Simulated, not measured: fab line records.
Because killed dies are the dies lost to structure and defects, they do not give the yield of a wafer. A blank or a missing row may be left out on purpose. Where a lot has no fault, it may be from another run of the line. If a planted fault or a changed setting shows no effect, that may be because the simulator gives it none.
Which tool was responsible?    flow nand_harc    route of 1302 steps, sampled at 1 step: 12 lots, 36 wafers

## WHAT THE GAUGES SHOWED, per wafer
NHARC_A_CHANNEL_HOLE_D1_CD_MEAS_10 targets a cd of 100 nm.
lot   measured      on         cd_nm (nm)
L075  day 8 19:11   cd_sem-03  99.6 98.8 99.6
L077  day 9 16:48   cd_sem-01  98.9 99.4 99.5
L079  day 10 07:06  cd_sem-01  100.1 99.7 100.1
L082  day 11 17:54  cd_sem-03  100.8 99.8 100.4
L083  day 12 09:19  cd_sem-01  99.5 99.7 99.3
L085  day 13 06:02  cd_sem-01  100.0 99.6 99.6
L087  day 14 15:12  cd_sem-02  100.6 99.9 101.0
L089  day 15 09:21  cd_sem-02  101.4 100.7 101.0
L091  day 15 10:32  cd_sem-03  99.1 99.7 99.6
L093  day 17 01:13  cd_sem-01  100.4 100.5 100.1
L095  day 17 06:13  cd_sem-03  101.3 100.5 101.4
L097  day 18 07:08  cd_sem-01  100.0 99.9 100.4

## WHAT TOOL EACH LOT RAN ON (gives the tool, then ch and the chambers of the sampled wafers, and finally the start)
No process step before these readings appears in the record.

## THE ANSWER, worked out from the rows above alone
Rule: the usual values come from the lots themselves. Put in order of their means at a reading, lots are off if they are a third of the lots or fewer, leave a main group of 4 or more, and stand apart from it by a gap of 3 or more times the standard deviation of the main group's means; of several such gaps the widest counts. A main group whose means are all the same, to the digits that the tables above print for the reading, isn't used. Also off: a lot with no number at a reading for which 4 or more lots have one. The other lots that the step has rows for count as sound.
No lot is off on any of the readings shown, so nothing can be concluded from this.

## WHAT WAS PUT IN BY THE SIMULATOR
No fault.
